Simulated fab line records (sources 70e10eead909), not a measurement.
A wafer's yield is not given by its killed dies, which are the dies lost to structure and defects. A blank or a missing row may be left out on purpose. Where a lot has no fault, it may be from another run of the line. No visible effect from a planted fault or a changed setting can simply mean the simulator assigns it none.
A sampling plan put to the test / flow nand harc / 29 faults told of in these records, all on one fab line, each judged by the records of the lots it struck
What counts as the plan is the set of the line's own looks, namely the steps on the route at which a gauge or an inspection reads a wafer and does not change it. A look can be judged if struck wafers have a number there and the file gives its usual mean and standard deviation on fault-free wafers. Caught: the struck wafers' mean, at a look after the fault's first step, is 4 or more of those standard deviations (sigma) away from the usual mean. On the tool: here the same test is run on the tool's own readings at the fault's steps. It also counts as caught if the struck wafers ran another recipe or if their record alone is blank.

== THE FAULTS, as the simulator had put them in ==
1. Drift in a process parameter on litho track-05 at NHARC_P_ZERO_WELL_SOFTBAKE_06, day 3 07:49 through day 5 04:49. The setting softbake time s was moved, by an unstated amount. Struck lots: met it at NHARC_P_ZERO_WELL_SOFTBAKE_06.
2. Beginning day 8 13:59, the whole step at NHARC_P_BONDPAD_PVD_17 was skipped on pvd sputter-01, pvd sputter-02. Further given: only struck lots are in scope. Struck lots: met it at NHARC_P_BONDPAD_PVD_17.
3. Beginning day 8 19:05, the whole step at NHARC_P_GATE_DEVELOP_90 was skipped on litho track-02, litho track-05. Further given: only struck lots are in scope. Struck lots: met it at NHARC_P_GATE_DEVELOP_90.
4. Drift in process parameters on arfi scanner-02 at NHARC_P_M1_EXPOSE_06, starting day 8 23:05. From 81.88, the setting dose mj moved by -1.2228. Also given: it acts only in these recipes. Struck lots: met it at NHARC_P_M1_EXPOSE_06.
5. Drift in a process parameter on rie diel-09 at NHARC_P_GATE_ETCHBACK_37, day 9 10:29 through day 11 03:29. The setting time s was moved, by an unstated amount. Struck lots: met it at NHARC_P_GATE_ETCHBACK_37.
6. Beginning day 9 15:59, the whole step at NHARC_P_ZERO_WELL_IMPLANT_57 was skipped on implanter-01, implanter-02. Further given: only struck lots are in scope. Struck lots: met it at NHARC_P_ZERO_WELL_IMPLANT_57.
7. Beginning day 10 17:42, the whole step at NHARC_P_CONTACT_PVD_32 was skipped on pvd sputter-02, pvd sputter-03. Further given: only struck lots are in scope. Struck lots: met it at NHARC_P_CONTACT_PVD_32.
8. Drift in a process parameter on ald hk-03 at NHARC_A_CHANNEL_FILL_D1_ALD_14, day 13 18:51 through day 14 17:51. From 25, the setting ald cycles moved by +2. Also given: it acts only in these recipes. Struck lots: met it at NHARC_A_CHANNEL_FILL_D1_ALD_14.
9. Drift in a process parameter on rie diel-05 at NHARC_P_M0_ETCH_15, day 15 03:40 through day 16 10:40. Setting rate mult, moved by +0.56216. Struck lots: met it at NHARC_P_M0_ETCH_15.
10. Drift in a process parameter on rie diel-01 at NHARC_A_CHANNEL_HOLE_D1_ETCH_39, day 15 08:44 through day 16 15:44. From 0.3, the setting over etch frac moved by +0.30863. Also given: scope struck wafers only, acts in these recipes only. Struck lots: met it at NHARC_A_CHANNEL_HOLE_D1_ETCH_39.
11. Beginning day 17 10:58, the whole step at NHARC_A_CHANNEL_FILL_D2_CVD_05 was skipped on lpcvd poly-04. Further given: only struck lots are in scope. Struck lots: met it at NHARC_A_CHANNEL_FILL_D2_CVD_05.
12. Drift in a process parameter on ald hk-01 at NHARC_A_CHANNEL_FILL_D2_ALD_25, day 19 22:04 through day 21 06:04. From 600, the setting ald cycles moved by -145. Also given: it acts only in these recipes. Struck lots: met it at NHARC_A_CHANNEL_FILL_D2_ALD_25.
13. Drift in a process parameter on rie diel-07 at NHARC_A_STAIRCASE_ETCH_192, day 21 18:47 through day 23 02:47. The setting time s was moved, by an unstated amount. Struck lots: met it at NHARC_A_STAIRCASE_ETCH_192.
14. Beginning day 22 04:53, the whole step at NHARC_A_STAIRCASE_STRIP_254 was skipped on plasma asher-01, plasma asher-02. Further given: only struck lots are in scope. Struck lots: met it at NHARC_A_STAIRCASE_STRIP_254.
15. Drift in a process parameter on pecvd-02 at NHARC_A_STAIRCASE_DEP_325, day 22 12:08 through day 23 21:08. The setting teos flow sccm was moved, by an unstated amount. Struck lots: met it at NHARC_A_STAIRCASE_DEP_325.
16. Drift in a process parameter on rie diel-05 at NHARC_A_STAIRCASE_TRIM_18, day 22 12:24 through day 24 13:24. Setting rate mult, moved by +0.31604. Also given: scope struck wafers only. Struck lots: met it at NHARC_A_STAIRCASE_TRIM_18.
17. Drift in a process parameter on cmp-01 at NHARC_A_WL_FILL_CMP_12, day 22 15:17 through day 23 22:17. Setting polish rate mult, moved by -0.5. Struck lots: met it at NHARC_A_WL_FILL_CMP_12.
18. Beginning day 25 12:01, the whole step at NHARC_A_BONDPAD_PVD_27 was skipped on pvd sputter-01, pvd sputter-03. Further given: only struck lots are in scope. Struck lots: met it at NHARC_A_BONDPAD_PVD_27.
19. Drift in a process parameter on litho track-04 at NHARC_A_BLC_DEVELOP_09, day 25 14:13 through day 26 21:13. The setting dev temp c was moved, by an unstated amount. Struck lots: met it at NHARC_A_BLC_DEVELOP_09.
20. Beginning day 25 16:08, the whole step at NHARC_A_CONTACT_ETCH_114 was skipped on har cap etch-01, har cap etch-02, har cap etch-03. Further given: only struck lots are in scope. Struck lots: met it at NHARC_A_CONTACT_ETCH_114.
21. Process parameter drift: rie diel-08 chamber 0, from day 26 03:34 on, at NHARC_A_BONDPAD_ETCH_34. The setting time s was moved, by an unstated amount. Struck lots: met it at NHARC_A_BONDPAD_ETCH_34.
22. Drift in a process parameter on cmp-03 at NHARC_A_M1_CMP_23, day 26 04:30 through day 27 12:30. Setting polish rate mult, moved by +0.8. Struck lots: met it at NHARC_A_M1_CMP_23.
23. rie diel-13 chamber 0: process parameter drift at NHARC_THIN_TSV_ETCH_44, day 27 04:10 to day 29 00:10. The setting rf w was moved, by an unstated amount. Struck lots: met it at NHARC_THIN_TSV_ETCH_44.
24. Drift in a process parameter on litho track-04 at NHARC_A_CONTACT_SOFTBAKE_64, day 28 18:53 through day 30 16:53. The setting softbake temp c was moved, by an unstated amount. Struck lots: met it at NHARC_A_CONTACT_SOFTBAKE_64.
25. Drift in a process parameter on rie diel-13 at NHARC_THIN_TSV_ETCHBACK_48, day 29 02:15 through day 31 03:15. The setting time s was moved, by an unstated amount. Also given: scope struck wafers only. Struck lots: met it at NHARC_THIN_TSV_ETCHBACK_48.
26. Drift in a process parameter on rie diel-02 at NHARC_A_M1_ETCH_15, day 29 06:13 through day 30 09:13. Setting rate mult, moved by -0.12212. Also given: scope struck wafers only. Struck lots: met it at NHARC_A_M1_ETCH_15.
27. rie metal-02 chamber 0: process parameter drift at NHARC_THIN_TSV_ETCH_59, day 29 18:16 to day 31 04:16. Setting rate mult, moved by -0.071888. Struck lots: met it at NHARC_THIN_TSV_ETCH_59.
28. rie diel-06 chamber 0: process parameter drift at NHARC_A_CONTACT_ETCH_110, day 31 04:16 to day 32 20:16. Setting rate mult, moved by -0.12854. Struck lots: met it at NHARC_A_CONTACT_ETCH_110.
29. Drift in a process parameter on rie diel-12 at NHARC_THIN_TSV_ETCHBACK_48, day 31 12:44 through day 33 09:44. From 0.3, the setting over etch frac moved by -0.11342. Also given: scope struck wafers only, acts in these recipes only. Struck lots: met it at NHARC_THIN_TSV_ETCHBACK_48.

== WHAT THE PLAN SAW ==
fault=1; on the tool itself=heater power total W +18 sigma; first look that catches it=none of the 2 looks that can be judged after it; reading, sigma=-; median hours from its first step to that look=-; hours from the fault's start to the first struck lot there=-; judged looks passed uncaught=2
fault=2; on the tool itself=the tool's record is blank for the struck wafers; first look that catches it=no look after it can be judged; reading, sigma=-; median hours from its first step to that look=-; hours from the fault's start to the first struck lot there=-; judged looks passed uncaught=0
fault=3; on the tool itself=the tool's record is blank for the struck wafers; first look that catches it=no look after it can be judged; reading, sigma=-; median hours from its first step to that look=-; hours from the fault's start to the first struck lot there=-; judged looks passed uncaught=0
fault=4; on the tool itself=exposure dose mJ cm2 -10.0 sigma; first look that catches it=not the one look that can be judged after it; reading, sigma=-; median hours from its first step to that look=-; hours from the fault's start to the first struck lot there=-; judged looks passed uncaught=1
fault=5; on the tool itself=run length s +4.1 sigma; first look that catches it=no look after it can be judged; reading, sigma=-; median hours from its first step to that look=-; hours from the fault's start to the first struck lot there=-; judged looks passed uncaught=0
fault=6; on the tool itself=the tool's record is blank for the struck wafers; first look that catches it=no look after it can be judged; reading, sigma=-; median hours from its first step to that look=-; hours from the fault's start to the first struck lot there=-; judged looks passed uncaught=0
fault=7; on the tool itself=the tool's record is blank for the struck wafers; first look that catches it=no look after it can be judged; reading, sigma=-; median hours from its first step to that look=-; hours from the fault's start to the first struck lot there=-; judged looks passed uncaught=0
fault=8; on the tool itself=under 2 sigma; first look that catches it=not the one look that can be judged after it; reading, sigma=-; median hours from its first step to that look=-; hours from the fault's start to the first struck lot there=-; judged looks passed uncaught=1
fault=9; on the tool itself=oes product au +12 sigma; first look that catches it=none of the 2 looks that can be judged after it; reading, sigma=-; median hours from its first step to that look=-; hours from the fault's start to the first struck lot there=-; judged looks passed uncaught=2
fault=10; on the tool itself=under 2 sigma; first look that catches it=not the one look that can be judged after it; reading, sigma=-; median hours from its first step to that look=-; hours from the fault's start to the first struck lot there=-; judged looks passed uncaught=1
fault=11; on the tool itself=the tool's record is blank for the struck wafers; first look that catches it=no look after it can be judged; reading, sigma=-; median hours from its first step to that look=-; hours from the fault's start to the first struck lot there=-; judged looks passed uncaught=0
fault=12; on the tool itself=under 2 sigma; first look that catches it=not the one look that can be judged after it; reading, sigma=-; median hours from its first step to that look=-; hours from the fault's start to the first struck lot there=-; judged looks passed uncaught=1
fault=13; on the tool itself=run length s -39 sigma; first look that catches it=no look after it can be judged; reading, sigma=-; median hours from its first step to that look=-; hours from the fault's start to the first struck lot there=-; judged looks passed uncaught=0
fault=14; on the tool itself=the tool's record is blank for the struck wafers; first look that catches it=not the one look that can be judged after it; reading, sigma=-; median hours from its first step to that look=-; hours from the fault's start to the first struck lot there=-; judged looks passed uncaught=1
fault=15; on the tool itself=mfc precursor sccm +99 or beyond sigma; first look that catches it=no look after it can be judged; reading, sigma=-; median hours from its first step to that look=-; hours from the fault's start to the first struck lot there=-; judged looks passed uncaught=0
fault=16; on the tool itself=oes product au +20 sigma; first look that catches it=no look after it can be judged; reading, sigma=-; median hours from its first step to that look=-; hours from the fault's start to the first struck lot there=-; judged looks passed uncaught=0
fault=17; on the tool itself=overpolish run s -99 or beyond sigma; first look that catches it=no look after it can be judged; reading, sigma=-; median hours from its first step to that look=-; hours from the fault's start to the first struck lot there=-; judged looks passed uncaught=0
fault=18; on the tool itself=the tool's record is blank for the struck wafers; first look that catches it=no look after it can be judged; reading, sigma=-; median hours from its first step to that look=-; hours from the fault's start to the first struck lot there=-; judged looks passed uncaught=0
fault=19; on the tool itself=developer temp C +10 sigma; first look that catches it=no look after it can be judged; reading, sigma=-; median hours from its first step to that look=-; hours from the fault's start to the first struck lot there=-; judged looks passed uncaught=0
fault=20; on the tool itself=the tool's record is blank for the struck wafers; first look that catches it=no look after it can be judged; reading, sigma=-; median hours from its first step to that look=-; hours from the fault's start to the first struck lot there=-; judged looks passed uncaught=0
fault=21; on the tool itself=run length s -43 sigma; first look that catches it=no look after it can be judged; reading, sigma=-; median hours from its first step to that look=-; hours from the fault's start to the first struck lot there=-; judged looks passed uncaught=0
fault=22; on the tool itself=time to endpoint s -4.5 sigma; first look that catches it=NHARC_A_M1_THK_MEAS_24; reading, sigma=thk nm -4.6; median hours from its first step to that look=0.3; hours from the fault's start to the first struck lot there=4; judged looks passed uncaught=0
fault=23; on the tool itself=rf fwd power W -99 or beyond sigma; first look that catches it=no look after it can be judged; reading, sigma=-; median hours from its first step to that look=-; hours from the fault's start to the first struck lot there=-; judged looks passed uncaught=0
fault=24; on the tool itself=heater power total W +99 or beyond sigma; first look that catches it=no look after it can be judged; reading, sigma=-; median hours from its first step to that look=-; hours from the fault's start to the first struck lot there=-; judged looks passed uncaught=0
fault=25; on the tool itself=run length s -99 or beyond sigma; first look that catches it=no look after it can be judged; reading, sigma=-; median hours from its first step to that look=-; hours from the fault's start to the first struck lot there=-; judged looks passed uncaught=0
fault=26; on the tool itself=oes product au -4.0 sigma; first look that catches it=not the one look that can be judged after it; reading, sigma=-; median hours from its first step to that look=-; hours from the fault's start to the first struck lot there=-; judged looks passed uncaught=1
fault=27; on the tool itself=oes product au -4.7 sigma; first look that catches it=not the one look that can be judged after it; reading, sigma=-; median hours from its first step to that look=-; hours from the fault's start to the first struck lot there=-; judged looks passed uncaught=1
fault=28; on the tool itself=oes product au -9.4 sigma; first look that catches it=not the one look that can be judged after it; reading, sigma=-; median hours from its first step to that look=-; hours from the fault's start to the first struck lot there=-; judged looks passed uncaught=1
fault=29; on the tool itself=under 2 sigma; first look that catches it=no look after it can be judged; reading, sigma=-; median hours from its first step to that look=-; hours from the fault's start to the first struck lot there=-; judged looks passed uncaught=0
Dash: fault not caught, or number not given in these records.

Caught at a look: 1 of 29. Caught on the tool: 25 of 29. By one or the other: 25 of 29.
Caught on the tool alone: faults 1, 2, 3, 4, 5, 6, 7, 9, 11, 13, 14, 15, 16, 17, 18, 19, 20, 21, 23, 24, 25, 26, 27, 28.
Caught by neither: faults 8, 10, 12, 29.

== THINNER SAMPLING ==
If the look that catches a fault measured only every second or every third lot, by lot number, the first struck lot would be measured this late in the worst case:
fault=22; struck lots at that look, in order of time=L315; every lot=4 h; every second lot=may miss it; every third lot=may miss it
Hours: fault start to first struck lot measured. Since the struck wafers were tested as one group against 4 sigma, a single lot by itself may lie under the limit. Other struck lots may not be in these records.

== THE LONGEST TIMED WAY FROM STEP TO LOOK ==
Fault 22: median gap of 0.3 hours between NHARC_A_M1_CMP_23 and NHARC_A_M1_THK_MEAS_24. No look between them can be judged.
